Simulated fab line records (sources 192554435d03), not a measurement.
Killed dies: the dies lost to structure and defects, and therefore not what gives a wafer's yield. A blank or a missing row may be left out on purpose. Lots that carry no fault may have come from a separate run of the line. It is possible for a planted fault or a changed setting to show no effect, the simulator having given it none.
fab line records	flow n5_finfet
record: lots: 10	wafers: 26	last_day: 18
route steps=1938 shown BEOL_M4@1111 PAD_METAL@1894 PASSIVATION@1908
lots that met no fault: taken from a fault-free run of the same line
start_h: the number of hours between the record's first day and the start of the first shown wafer of the lot	wait_h: how many hours have passed since the lot's step before this one	" same as the row above	L1.1+2: several wafers, shown together as one row	- no value, or no start was given	* or withheld: withheld	< > ~ a bound
route shown NAME@n: names a module that has steps shown in the file, with the first one's number in the route	usual: mean/standard deviation taken from wafers without a fault	same: alike in all rows	chamber/n: place in a boat	sites: the reading at each site	_std_site: the standard deviation of these	_edge_site: inner sites' mean taken away from outer sites' mean	radius_mm: for every site, how far away it sits from the centre of the wafer	mask NAME#n: copy n	behind: tool/chamber where the wafer was last shaped	hold: why the lot went on hold/how many hours it stayed there/how the hold came to an end	device: the transistor (n, p or np) that didn't switch	end of line: the route-end tests of the same wafers	a step given without rows: its recipe and nothing more	killed: at the first sort, the dies lost to defects and structure; wafer yield is something else	map: a wafer's dies, marking killed ones x, the rest . and places with no die _
set.NAME: the setting that was run; set.NAME@STEP: the one run at that earlier step	model.NAME: the simulator's own value behind a step, which no gauge read
one table for each step of the route and one row for each wafer, over a sample of lots
services: from which hour (start_h, from the record's first day; less than 0 if before it) a tool's chamber was out of use, for how many hours, and why
== steps ==
step: N5_BEOL_M4_RC_MEAS_101
usual: DIBL_N: 35.9/1.7	DIBL_P: 35.8/2.2	IOFF_N: 0.15/0.03	IOFF_P: 0.21/0.036	ION_N: 674/12	ION_P: 463/7.2	SS_N: 71.3/0.59	SS_P: 73.1/0.69	VT_N: 250/3	VT_P: -251/3.2
lot.wafer	tool	chamber	start_h	wait_h	DIBL_N[mV/V]	DIBL_P[mV/V]	IOFF_N[nA/um]	IOFF_P[nA/um]	ION_N[uA/um]	ION_P[uA/um]	SS_N[mV/dec]	SS_P[mV/dec]	VT_N[mV]	VT_P[mV]
L611.2	prober-01	0	184.27	0.2	38.9	36.7	0.20	0.23	691	467	71.1	73.1	247	-247
L611.3	"	0	"	"	37.9	36.7	0.19	0.25	670	462	71.4	72.5	245	-246
L613.4	prober-02	0	186.36	0.5	34.0	33.5	0.12	0.19	662	460	70.9	72.6	253	-251
L613.5	"	0	"	"	36.1	35.7	0.16	0.22	679	470	70.9	72.7	248	-248
L613.6	"	0	"	"	35.6	35.3	0.13	0.20	662	464	70.7	72.9	252	-249
L617.3	prober-02	0	237.63	0.3	33.1	33.1	0.12	0.14	658	447	70.5	72.7	251	-258
L617.6	"	0	"	"	35.6	35.3	0.16	0.17	684	457	70.8	73.5	248	-256
L620.2	prober-02	0	246.18	0.2	36.9	37.0	0.18	0.25	690	472	71.2	73.0	246	-246
L620.3	"	0	"	"	36.7	37.3	0.17	0.24	670	457	71.8	73.6	250	-248
L624.2	prober-02	0	274.82	0.2	37.9	38.3	0.17	0.22	667	454	72.1	74.6	249	-252
L624.3	"	0	"	"	36.4	35.6	0.15	0.18	671	454	71.3	73.2	252	-254
L624.6	"	0	"	"	36.6	38.0	0.17	0.21	690	467	71.4	73.1	251	-251
L626.1	prober-02	0	279.61	0.0	36.7	33.2	0.15	0.19	676	463	71.3	72.7	250	-251
L626.3	"	0	"	"	35.7	32.5	0.14	0.18	680	466	71.3	72.5	250	-253
L626.6	"	0	"	"	37.8	34.5	0.17	0.21	683	467	71.7	73.6	248	-251
L628.2	prober-02	0	293.08	0.2	37.1	36.8	0.17	0.25	679	472	71.1	73.1	249	-246
L628.6	"	0	"	"	35.7	35.6	0.15	0.22	677	464	71.6	73.1	249	-248
L629.1	prober-02	0	307.36	0.0	34.1	32.4	0.12	0.18	653	456	71.3	72.6	251	-252
L629.2	"	0	"	"	35.5	35.3	0.15	0.21	675	463	71.6	72.9	251	-254
L629.5	"	0	"	"	36.3	35.0	0.16	0.19	675	461	71.5	73.0	249	-253
L630.1	prober-02	0	310.02	0.0	35.8	36.1	0.15	0.21	673	461	71.4	73.9	248	-251
L630.3	"	0	"	"	37.6	38.6	0.19	0.25	686	467	72.0	74.6	246	-249
L630.4	"	0	"	"	34.1	33.2	0.12	0.16	665	455	70.5	72.6	255	-251
L631.1	prober-02	0	315.37	0.0	33.7	34.0	0.11	0.16	667	464	70.3	72.1	256	-255
L631.2	"	0	"	"	36.1	36.2	0.14	0.18	675	457	71.2	73.5	254	-251
L631.5	"	0	"	"	34.0	34.3	0.11	0.15	658	457	70.8	72.1	255	-255
step: N5_PASSIVATION_PRE_CLEAN_19
recipe: gas: H2/He	time_s: *	temp_c: *
usual: heater_power_w: 464/59	susceptor_temp_C: *
lot.wafer	tool	chamber	start_h	wait_h	heater_power_w	susceptor_temp_C
L611.2	pvd_sputter-03	-	275.43	0.0	502	*
L611.3	"	-	"	"	427	*
L613.4	pvd_sputter-03	-	287.30	0.0	407	*
L613.5	"	-	"	"	496	*
L613.6	"	-	"	"	502	*
L617.3	pvd_sputter-03	-	337.63	0.0	500	*
L617.6	"	-	"	"	488	*
L620.2	pvd_sputter-01	-	339.43	0.0	375	*
L620.3	"	-	"	"	403	*
L624.2	pvd_sputter-02	-	368.50	0.0	494	*
L624.3	"	-	"	"	590	*
L624.6	"	-	"	"	475	*
L626.1	pvd_sputter-03	-	375.58	0.0	432	*
L626.3	"	-	"	"	417	*
L626.6	"	-	"	"	430	*
L628.2	pvd_sputter-02	-	385.79	0.0	598	*
L628.6	"	-	"	"	487	*
L630.1	pvd_sputter-01	-	406.79	0.0	396	*
L630.3	"	-	"	"	382	*
L630.4	"	-	"	"	462	*
L629.1	pvd_sputter-01	-	407.21	0.0	528	*
L629.2	"	-	"	"	375	*
L629.5	"	-	"	"	542	*
L631.1	pvd_sputter-03	-	418.59	0.0	496	*
L631.2	"	-	"	"	428	*
L631.5	"	-	"	"	406	*
step: N5_PASSIVATION_SPUTTER_20
recipe: material: TaN	target_thk_a: 500	temp_c: 25	chamber_pressure_pa: 0.4
usual: susceptor_temp_C: 25.02/0.11	throttle_valve_pct: 29.6/1.2
lot.wafer	tool	chamber	start_h	wait_h	susceptor_temp_C	throttle_valve_pct
L611.2	pvd_sputter-03	-	275.47	0.0	24.99	28.9
L611.3	"	-	"	"	24.98	27.3
L613.4	pvd_sputter-03	-	287.34	0.0	25.11	30.7
L613.5	"	-	"	"	24.98	30.0
L613.6	"	-	"	"	24.99	28.7
L617.3	pvd_sputter-03	-	337.67	0.0	25.16	30.1
L617.6	"	-	"	"	24.97	29.0
L620.2	pvd_sputter-01	-	339.47	0.0	25.04	29.4
L620.3	"	-	"	"	25.14	30.8
L624.2	pvd_sputter-02	-	368.54	0.0	24.99	30.5
L624.3	"	-	"	"	25.06	31.0
L624.6	"	-	"	"	24.95	31.0
L626.1	pvd_sputter-03	-	375.62	0.0	25.04	27.5
L626.3	"	-	"	"	25.10	30.4
L626.6	"	-	"	"	24.70	27.2
L628.2	pvd_sputter-02	-	385.83	0.0	25.07	29.8
L628.6	"	-	"	"	24.95	30.7
L630.1	pvd_sputter-01	-	406.83	0.0	25.16	30.9
L630.3	"	-	"	"	24.86	29.9
L630.4	"	-	"	"	25.09	28.2
L629.1	pvd_sputter-01	-	407.25	0.0	25.01	30.9
L629.2	"	-	"	"	24.97	29.4
L629.5	"	-	"	"	24.99	30.7
L631.1	pvd_sputter-03	-	418.63	0.0	25.15	29.0
L631.2	"	-	"	"	24.93	27.4
L631.5	"	-	"	"	24.94	30.2
step: N5_PASSIVATION_DESCUM_32
recipe: chemistry: O2	time_s: 7.9	source_power_w: 50	bias_power_w: 20	pressure_mtorr: 20	rf_frequency_hz: 2.712e+07	temp_c: 40	o2_flow_sccm: 225
usual: drypump_motor_current_A: 6.0/0.45	oes_product_au: 0.80/0.087	rf_vpp_V: 243.2/1.4	showerhead_plenum_p_Torr: 2.09/0.076	throttle_valve_pct: 20.39/0.15
lot.wafer	tool	chamber	start_h	wait_h	drypump_motor_current_A	oes_product_au	rf_hours_counter_h	rf_vpp_V	showerhead_plenum_p_Torr	throttle_valve_pct
L611.2	rie_diel-02	3	276.25	0.0	6.6	0.72	191	242.7	2.08	20.50
L611.3	"	0	"	"	6.0	0.75	143	243.2	1.99	20.32
L613.4	rie_diel-01	3	288.12	0.0	5.9	0.84	61	245.1	2.11	20.40
L613.5	"	0	"	"	5.5	0.88	-	245.6	2.20	20.30
L613.6	"	3	"	"	5.9	0.85	-	243.8	2.12	20.42
L617.3	rie_diel-02	3	338.45	0.0	6.6	0.70	211	242.9	2.07	20.54
L617.6	"	0	"	"	6.0	0.73	-	243.1	1.98	20.36
L620.2	rie_diel-02	2	340.25	0.0	6.4	0.81	103	246.6	2.19	20.26
L620.3	"	0	"	"	6.0	0.73	164	241.9	1.98	20.35
L624.2	rie_diel-05	3	369.33	0.0	5.5	0.78	118	243.9	2.21	20.60
L624.3	"	1	"	"	6.2	0.96	11	243.2	2.05	20.05
L624.6	"	1	"	"	6.2	0.96	-	242.8	2.05	20.07
L626.1	rie_diel-02	1	376.41	0.0	5.4	0.94	4	244.2	2.04	20.19
L626.3	"	3	"	"	6.6	0.68	224	243.9	2.06	20.56
L626.6	"	2	"	"	6.4	0.78	-	243.2	2.18	20.27
L628.2	rie_diel-05	3	386.67	0.2	5.5	0.77	125	244.8	2.20	20.61
L628.6	"	3	"	"	5.5	0.77	-	244.3	2.21	20.61
L630.1	rie_diel-02	2	407.48	0.0	6.3	0.78	132	245.2	2.18	20.30
L630.3	"	3	"	"	6.6	0.69	235	243.9	2.06	20.58
L630.4	"	3	"	"	6.6	0.68	-	242.0	2.06	20.57
L629.1	rie_diel-05	0	408.03	0.0	5.6	0.86	59	241.2	2.03	20.22
L629.2	"	2	"	"	5.7	0.85	84	244.2	2.04	20.45
L629.5	"	0	"	"	5.6	0.86	-	240.8	2.03	20.22
L631.1	rie_diel-02	1	419.42	0.0	5.4	0.92	14	243.0	2.04	20.23
L631.2	"	3	"	"	6.6	0.68	240	245.0	2.06	20.58
L631.5	"	0	"	"	6.0	0.72	-	241.9	1.97	20.42
step: N5_PASSIVATION_ETCH_54
recipe: chemistry: CHF3/O2	target: SiO2	target_depth_a: 8800	CHF3_flow_sccm: 50	O2_flow_sccm: 5	Ar_flow_sccm: 200	time_s: 440	mask_material: PR	pressure_mtorr: 30	source_w: 650	bias_w: 170	ion_energy_ev: 200
usual: CHF3_flow_sccm: 49.97/0.16	drypump_motor_current_A: 5.8/0.46	oes_product_au: 0.83/0.079	rf_vpp_V: 526/10	showerhead_plenum_p_Torr: 2.43/0.077	throttle_valve_pct: 18.80/0.16
lot.wafer	tool	chamber	start_h	wait_h	CHF3_flow_sccm	drypump_motor_current_A	oes_product_au	rf_hours_counter_h	rf_vpp_V	showerhead_plenum_p_Torr	throttle_valve_pct
L611.2	rie_diel-01	0	278.31	0.1	49.84	5.6	0.89	44	528	2.54	18.73
L611.3	"	2	"	"	50.14	4.8	0.72	228	520	2.48	19.02
L613.4	rie_diel-01	3	290.25	0.1	49.90	5.9	0.84	62	524	2.46	18.92
L613.5	"	3	"	"	49.60	5.9	0.86	-	525	2.46	18.92
L613.6	"	0	"	"	49.84	5.6	0.88	-	526	2.54	18.75
L617.3	rie_diel-01	2	340.75	0.1	49.88	4.8	0.67	250	521	2.47	19.03
L617.6	"	2	"	"	49.79	4.8	0.67	-	519	2.47	19.02
L620.2	rie_diel-01	0	342.75	0.1	49.88	5.6	0.87	65	527	2.53	18.77
L620.3	"	3	"	"	49.93	5.9	0.78	79	522	2.46	18.94
L624.2	rie_diel-05	2	371.32	0.1	50.07	5.7	0.86	70	515	2.35	18.75
L624.3	"	3	"	"	49.97	5.5	0.79	119	538	2.53	18.90
L624.6	"	1	"	"	50.08	6.2	0.95	-	543	2.38	18.52
L626.1	rie_diel-05	0	378.57	0.1	50.00	5.6	0.86	48	520	2.34	18.57
L626.3	"	1	"	"	50.01	6.2	0.93	15	542	2.38	18.53
L626.6	"	2	"	"	50.24	5.7	0.86	-	515	2.35	18.75
L628.2	rie_diel-05	0	388.74	0.1	49.78	5.6	0.86	52	521	2.34	18.58
L628.6	"	1	"	"	49.83	6.2	0.93	-	544	2.38	18.53
L629.1	rie_diel-02	3	410.25	0.1	49.79	6.6	0.69	236	521	2.38	18.95
L629.2	"	2	"	"	50.21	6.3	0.77	133	503	2.51	18.72
L629.5	"	3	"	"	49.96	6.6	0.69	-	522	2.38	18.95
L630.1	rie_diel-02	1	410.85	0.1	49.92	5.4	0.92	11	522	2.37	18.65
L630.3	"	0	"	"	50.07	6.0	0.71	194	530	2.29	18.90
L630.4	"	3	"	"	50.03	6.6	0.68	237	521	2.38	18.94
L631.1	rie_diel-01	2	422.13	0.1	49.72	4.8	0.89	23	520	2.47	18.66
L631.2	"	3	"	"	49.84	5.8	0.80	104	525	2.45	18.98
L631.5	"	1	"	"	49.88	6.5	0.85	-	529	2.37	19.04
step: N5_PASSIVATION_PROBE_49
usual: defect_limited_yield: 91.0/1.5	killed_at_M0_to_M3: 35/12	killed_at_M4_up: 15/5.8	killed_at_contacts: 14/7.2	killed_at_front_end: 40/10	killed_at_other: 3/3	killed_dies: 106/18	killed_on_rim: 14/4	killed_open: 68/14	killed_short: 35/7.2	sort_bin_5_function: 5.2/0.96	sort_bin_6_memory: 3.3/0.69	sort_n_pass: 1074/18	sort_yield_pct: 91.0/1.5
same: gross_dies: 1180	killed_at_back_side: 0	sort_bin_4_leakage[%]: 0	sort_bin_8_speed[%]: 0
lot.wafer	tool	chamber	start_h	wait_h	defect_limited_yield[%]	killed_at_M0_to_M3	killed_at_M4_up	killed_at_contacts	killed_at_front_end	killed_at_other	killed_dies	killed_on_rim	killed_open	killed_short	sort_bin_5_function[%]	sort_bin_6_memory[%]	sort_n_pass	sort_yield_pct[%]
L611.2	prober-02	-	281.14	0.1	90.9	42	11	9	42	3	107	11	76	30	5.3	3.4	1073	90.9
L611.3	prober-02	-	281.19	0.1	91.3	35	11	11	40	6	103	17	73	28	5.6	3.1	1077	91.3
L613.4	prober-01	-	293.27	0.3	90.5	47	8	17	38	2	112	12	64	40	5.2	3.2	1068	90.5
L613.5	prober-01	-	293.32	0.3	89.8	47	5	23	44	1	120	13	66	42	5.0	3.8	1060	89.8
L613.6	prober-01	-	293.37	0.4	89.9	61	7	9	37	5	119	12	65	50	5.4	4.3	1061	89.9
L617.3	prober-02	-	343.67	0.1	0	46	29	18	39	1048	1180	152	96	38	95.0	4.5	0	0
L617.6	prober-02	-	343.82	0.3	0	51	18	16	48	1047	1180	152	96	38	95.0	4.4	0	0
L620.2	prober-02	-	346.40	0.9	92.6	14	19	33	19	2	87	9	61	18	4.5	2.5	1093	92.6
L620.3	prober-02	-	346.45	0.9	0.1	21	15	8	52	1083	1179	152	63	37	95.3	4.0	1	0.1
L624.2	prober-02	-	374.15	0.1	90.9	32	21	24	27	3	107	15	76	29	4.9	3.7	1073	90.9
L624.3	prober-02	-	374.20	0.1	93.6	16	4	11	41	3	75	7	45	25	3.5	2.4	1105	93.6
L624.6	prober-02	-	374.35	0.3	91.8	29	12	14	38	4	97	13	66	28	4.2	3.7	1083	91.8
L626.1	prober-02	-	381.40	0.0	90.8	29	17	12	48	3	109	16	64	39	5.4	3.2	1071	90.8
L626.3	prober-02	-	381.50	0.1	90.3	42	14	19	35	4	114	13	71	40	5.8	3.1	1066	90.3
L626.6	prober-02	-	381.65	0.3	87.6	60	14	13	59	0	146	22	85	48	6.3	4.9	1034	87.6
L628.2	prober-02	-	391.57	0.1	88.5	56	13	13	47	7	136	18	88	42	6.0	4.7	1044	88.5
L628.6	prober-02	-	391.77	0.3	91.3	33	13	13	37	7	103	14	67	36	5.8	2.5	1077	91.3
L630.1	prober-02	-	413.96	0.3	89.7	31	19	17	52	2	121	14	82	38	6.2	3.7	1059	89.7
L630.3	prober-02	-	414.06	0.4	91.1	14	21	20	45	5	105	11	67	34	5.3	3.1	1075	91.1
L630.4	prober-02	-	414.11	0.5	89.4	26	13	30	51	5	125	18	83	40	5.8	4.3	1055	89.4
L629.1	prober-02	-	415.29	0.0	92.2	24	11	11	45	1	92	8	54	37	4.9	2.4	1088	92.2
L629.2	prober-02	-	415.34	0.1	92.2	15	12	14	48	3	92	14	64	23	4.6	2.9	1088	92.2
L629.5	prober-02	-	415.49	0.2	93.5	22	12	12	29	2	77	8	48	28	4.2	2.3	1103	93.5
L631.1	prober-02	-	424.96	0.0	91.7	23	7	10	43	15	98	9	65	33	4.9	3.1	1082	91.7
L631.2	prober-02	-	425.01	0.1	88.8	32	18	11	62	9	132	16	96	35	7.1	3.9	1048	88.8
L631.5	prober-02	-	425.16	0.2	88.6	37	15	9	62	11	134	23	89	43	6.4	4.5	1046	88.6
killed by level:class
L611.2 BEOL_M3:geometric_particle:open=10 STI_FIN_REVEAL:geometric_particle:open=8 MOL_CONTACT_COAG:geometric_particle:open=8 BEOL_M0_SAQP:geometric_particle:open=8 BEOL_M2:geometric_particle:open=7 BEOL_M0_SAQP:geometric_particle:short=7 STARTING-WAFER:geometric_particle:open=7 FIN_SAQP:geometric_particle:open=6
L611.3 FIN_SAQP:geometric_particle:open=12 MOL_CONTACT_COAG:geometric_particle:open=9 BEOL_M0_SAQP:geometric_particle:open=8 DUMMY_GATE:geometric_particle:open=8 BEOL_M2:geometric_particle:open=7 BEOL_M0_SAQP:geometric_particle:short=6 BEOL_M3:geometric_particle:open=6 GATE_CUT:geometric_particle:short=5
L613.4 BEOL_M0_SAQP:geometric_particle:open=16 BEOL_M0_SAQP:geometric_particle:short=15 MOL_CONTACT_COAG:geometric_particle:open=12 FIN_SAQP:geometric_particle:open=7 HKMG_FIN:area_etch=7 FIN_SAQP:geometric_particle:short=6 MOL_CONTACT_COAG:geometric_particle:short=5 STARTING-WAFER:geometric_particle:open=5
L613.5 MOL_CONTACT_COAG:geometric_particle:open=20 BEOL_M0_SAQP:geometric_particle:open=17 BEOL_M0_SAQP:geometric_particle:short=17 HKMG_FIN:area_etch=9 DUMMY_GATE:geometric_particle:open=6 FIN_SAQP:geometric_particle:open=5 DUMMY_GATE:geometric_particle:short=5 FIN_SAQP:geometric_particle:short=4
L613.6 BEOL_M0_SAQP:geometric_particle:open=17 BEOL_M0_SAQP:geometric_particle:short=13 FIN_SAQP:geometric_particle:short=9 BEOL_M2:geometric_particle:open=9 MOL_CONTACT_COAG:geometric_particle:open=7 BEOL_M1:geometric_particle:open=7 ILD0:geometric_particle:short=5 BEOL_M2:geometric_particle:short=5
L617.3 PASSIVATION:area_etch=1044 STI_FIN_REVEAL:geometric_particle:open=20 BEOL_M3:geometric_particle:open=14 MOL_CONTACT_COAG:geometric_particle:open=14 BEOL_M4:geometric_particle:open=11 BEOL_M2:geometric_particle:open=11 BEOL_M3:geometric_particle:short=9 BEOL_M8:geometric_particle:open=6
L617.6 PASSIVATION:area_etch=1045 MOL_CONTACT_COAG:geometric_particle:open=16 FIN_SAQP:geometric_particle:open=13 FIN_SAQP:geometric_particle:short=10 BEOL_M1:geometric_particle:open=8 BEOL_M0_SAQP:geometric_particle:open=8 BEOL_M0:geometric_particle:open=8 STI_FIN_REVEAL:geometric_particle:open=7
L620.2 MOL_CONTACT_COAG:geometric_particle:open=27 BEOL_M4:geometric_particle:open=9 BEOL_M0_SAQP:geometric_particle:open=7 MOL_CONTACT_COAG:geometric_particle:short=6 FIN_SAQP:geometric_particle:open=4 GATE_CUT:geometric_particle:short=4 STI_FIN_REVEAL:geometric_particle:open=3 BEOL_M4:geometric_particle:short=3
L620.3 PASSIVATION:area_etch=1076 DUMMY_GATE:geometric_particle:open=14 FIN_SAQP:geometric_particle:open=8 FIN_SAQP:geometric_particle:short=8 BEOL_M0_SAQP:geometric_particle:open=8 BEOL_M0_SAQP:geometric_particle:short=7 STI_FIN_REVEAL:geometric_particle:open=6 DUMMY_GATE:geometric_particle:short=6
L624.2 MOL_CONTACT_COAG:geometric_particle:open=19 BEOL_M4:geometric_particle:open=14 STI_FIN_REVEAL:geometric_particle:open=9 BEOL_M1:geometric_particle:open=9 BEOL_M0_SAQP:geometric_particle:short=6 MOL_CONTACT_COAG:geometric_particle:short=5 GATE_CUT:geometric_particle:short=4 BEOL_M0_SAQP:geometric_particle:open=4
L624.3 MOL_CONTACT_COAG:geometric_particle:open=8 DUMMY_GATE:geometric_particle:open=7 FIN_SAQP:geometric_particle:short=5 GATE_CUT:geometric_particle:short=5 FIN_SAQP:geometric_particle:open=4 STI_FIN_REVEAL:geometric_particle:open=4 BEOL_M0_SAQP:geometric_particle:open=4 STARTING-WAFER:geometric_particle:open=4
L624.6 MOL_CONTACT_COAG:geometric_particle:open=12 STI_FIN_REVEAL:geometric_particle:open=8 FIN_SAQP:geometric_particle:open=6 DUMMY_GATE:geometric_particle:open=6 BEOL_M0_SAQP:geometric_particle:short=6 BEOL_M2:geometric_particle:open=6 GATE_CUT:geometric_particle:short=4 BEOL_M4:geometric_particle:open=4
L626.1 FIN_SAQP:geometric_particle:open=11 BEOL_M0_SAQP:geometric_particle:short=11 MOL_CONTACT_COAG:geometric_particle:open=10 BEOL_M0_SAQP:geometric_particle:open=9 BEOL_M4:geometric_particle:open=7 STI_FIN_REVEAL:geometric_particle:open=7 GATE_CUT:geometric_particle:short=6 GATE_CUT:geometric_particle:open=5
L626.3 BEOL_M0_SAQP:geometric_particle:open=16 MOL_CONTACT_COAG:geometric_particle:open=14 BEOL_M0_SAQP:geometric_particle:short=12 BEOL_M1:geometric_particle:open=9 BEOL_M4:geometric_particle:open=9 FIN_SAQP:geometric_particle:short=7 FIN_SAQP:geometric_particle:open=5 STI_FIN_REVEAL:geometric_particle:open=4
L626.6 BEOL_M0_SAQP:geometric_particle:short=18 BEOL_M0_SAQP:geometric_particle:open=17 FIN_SAQP:geometric_particle:open=15 MOL_CONTACT_COAG:geometric_particle:open=9 BEOL_M4:geometric_particle:open=9 STI_FIN_REVEAL:geometric_particle:open=8 BEOL_M2:geometric_particle:open=7 HKMG_FIN:area_etch=7
L628.2 BEOL_M2:geometric_particle:open=12 MOL_CONTACT_COAG:geometric_particle:open=10 STI_FIN_REVEAL:geometric_particle:open=8 ILD0:geometric_particle:open=8 BEOL_M0_SAQP:geometric_particle:short=8 BEOL_M1:geometric_particle:open=8 BEOL_M3:geometric_particle:open=6 BEOL_M4:geometric_particle:open=6
L628.6 MOL_CONTACT_COAG:geometric_particle:open=12 GATE_CUT:geometric_particle:short=10 STI_FIN_REVEAL:geometric_particle:open=8 BEOL_M1:geometric_particle:open=7 GATE_CUT:geometric_particle:open=6 BEOL_M2:geometric_particle:open=6 BEOL_M0_SAQP:geometric_particle:short=5 BEOL_M0_SAQP:geometric_particle:open=4
L630.1 MOL_CONTACT_COAG:geometric_particle:open=16 STI_FIN_REVEAL:geometric_particle:open=12 BEOL_M0_SAQP:geometric_particle:short=10 FIN_SAQP:geometric_particle:open=9 FIN_SAQP:geometric_particle:short=9 BEOL_M0_SAQP:geometric_particle:open=9 DUMMY_GATE:geometric_particle:open=5 STARTING-WAFER:geometric_particle:open=5
L630.3 MOL_CONTACT_COAG:geometric_particle:open=17 STI_FIN_REVEAL:geometric_particle:open=15 BEOL_M4:geometric_particle:open=11 BEOL_M4:geometric_particle:short=5 FIN_SAQP:geometric_particle:open=4 STI_FIN_REVEAL:geometric_particle:short=4 GATE_CUT:geometric_particle:short=4 BEOL_M0_SAQP:geometric_particle:short=4
L630.4 MOL_CONTACT_COAG:geometric_particle:open=20 STI_FIN_REVEAL:geometric_particle:open=16 BEOL_M0_SAQP:geometric_particle:open=12 MOL_CONTACT_COAG:geometric_particle:short=10 BEOL_M0_SAQP:geometric_particle:short=8 BEOL_M4:geometric_particle:open=7 FIN_SAQP:geometric_particle:open=5 DUMMY_GATE:geometric_particle:open=5
L629.1 FIN_SAQP:geometric_particle:short=14 BEOL_M0_SAQP:geometric_particle:open=9 DUMMY_GATE:geometric_particle:open=8 MOL_CONTACT_COAG:geometric_particle:open=8 FIN_SAQP:geometric_particle:open=5 BEOL_M5:geometric_particle:open=5 GATE_CUT:geometric_particle:short=4 BEOL_M0_SAQP:geometric_particle:short=4
L629.2 MOL_CONTACT_COAG:geometric_particle:open=11 FIN_SAQP:geometric_particle:open=10 FIN_SAQP:geometric_particle:short=8 STI_FIN_REVEAL:geometric_particle:open=8 DUMMY_GATE:geometric_particle:open=5 BEOL_M3:geometric_particle:open=5 BEOL_M5:geometric_particle:open=5 BEOL_M8:geometric_particle:open=4
L629.5 MOL_CONTACT_COAG:geometric_particle:open=10 BEOL_M0_SAQP:geometric_particle:short=10 STI_FIN_REVEAL:geometric_particle:open=9 BEOL_M0_SAQP:geometric_particle:open=5 BEOL_M5:geometric_particle:open=5 FIN_SAQP:geometric_particle:open=4 FIN_SAQP:geometric_particle:short=4 BEOL_M4:geometric_particle:open=4
L631.1 STI_FIN_REVEAL:geometric_particle:open=11 MOL_CONTACT_COAG:geometric_particle:open=8 FIN_SAQP:geometric_particle:short=7 FIN_SAQP:geometric_particle:open=6 GATE_CUT:geometric_particle:short=5 BEOL_M0_SAQP:geometric_particle:open=5 BEOL_M2:geometric_particle:open=5 GATE_CUT:geometric_particle:open=3
L631.2 STI_FIN_REVEAL:geometric_particle:open=18 FIN_SAQP:geometric_particle:open=12 BEOL_M4:geometric_particle:open=11 BEOL_M2:geometric_particle:open=10 BEOL_M0_SAQP:geometric_particle:open=9 MOL_CONTACT_COAG:geometric_particle:open=9 BEOL_M0_SAQP:geometric_particle:short=7 FIN_SAQP:geometric_particle:short=5
L631.5 STI_FIN_REVEAL:geometric_particle:open=19 BEOL_M3:geometric_particle:open=10 BEOL_M2:geometric_particle:open=9 FIN_SAQP:geometric_particle:short=8 BEOL_M4:geometric_particle:open=8 BEOL_M0_SAQP:geometric_particle:open=8 FIN_SAQP:geometric_particle:open=7 GATE_CUT:geometric_particle:short=6
== services ==
tool	chamber	start_h	hours	kind
rie_diel-01	-	253.57	0.8	repair
rie_diel-01	0	325.99	3.7	repair
rie_diel-05	1	326.14	-	clean
rie_diel-05	1	326.14	-	consumable_replace:focus_ring
rie_diel-05	1	326.14	19.0	scheduled_down
rie_diel-05	1	326.14	19.0	vent_cycle
rie_diel-01	-	335.81	0.4	repair
rie_diel-05	0	336.10	17.6	repair
rie_diel-01	2	341.08	-	clean
rie_diel-01	2	341.08	-	consumable_replace:focus_ring
rie_diel-01	2	341.08	17.3	scheduled_down
rie_diel-01	2	341.08	17.3	vent_cycle
rie_diel-02	1	341.39	-	clean
rie_diel-02	1	341.39	-	consumable_replace:focus_ring
rie_diel-02	1	341.39	26.6	scheduled_down
rie_diel-02	1	341.39	26.6	vent_cycle
rie_diel-02	3	345.83	8.4	repair
pvd_sputter-03	-	380.85	4.3	repair
rie_diel-01	3	391.12	6.7	repair
rie_diel-02	1	396.18	14.1	repair
== key ==
first_sign: step: N5_PASSIVATION_PROBE_49	reading: killed_at_other	direction: up	sigmas: 99+	usual: 3	struck: 1059
effect: step: N5_PASSIVATION_PROBE_49	reading: sort_bin_5_function	direction: up	sigmas: 94	usual: 5.2	struck: 95.1
more_kills_born_at: N5_PASSIVATION_ETCH_54@rie_diel-01: 3165
met_at N5_PASSIVATION_ETCH_54
struck_lots L617,L620
struck_wafers L617.3,L617.6,L620.3
later_rows_left_out L617.3,L617.6,L620.3
not_acting_at N5_PASSIVATION_PRE_CLEAN_19,N5_PASSIVATION_SPUTTER_20,N5_PASSIVATION_DESCUM_32
onset_between 290.25 340.75
fault: kind: process_parameter_drift	tool: rie_diel-01	chamber: -	onset_h: 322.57	steps: N5_PASSIVATION_ETCH_54	channel: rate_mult	offset: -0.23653	shape: step	end_h: 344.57	scope: struck_wafers_only
later_rows_left_out: the simulator's readings of these wafers behind a module that went badly wrong aren't trusted and aren't shown, but for the sort
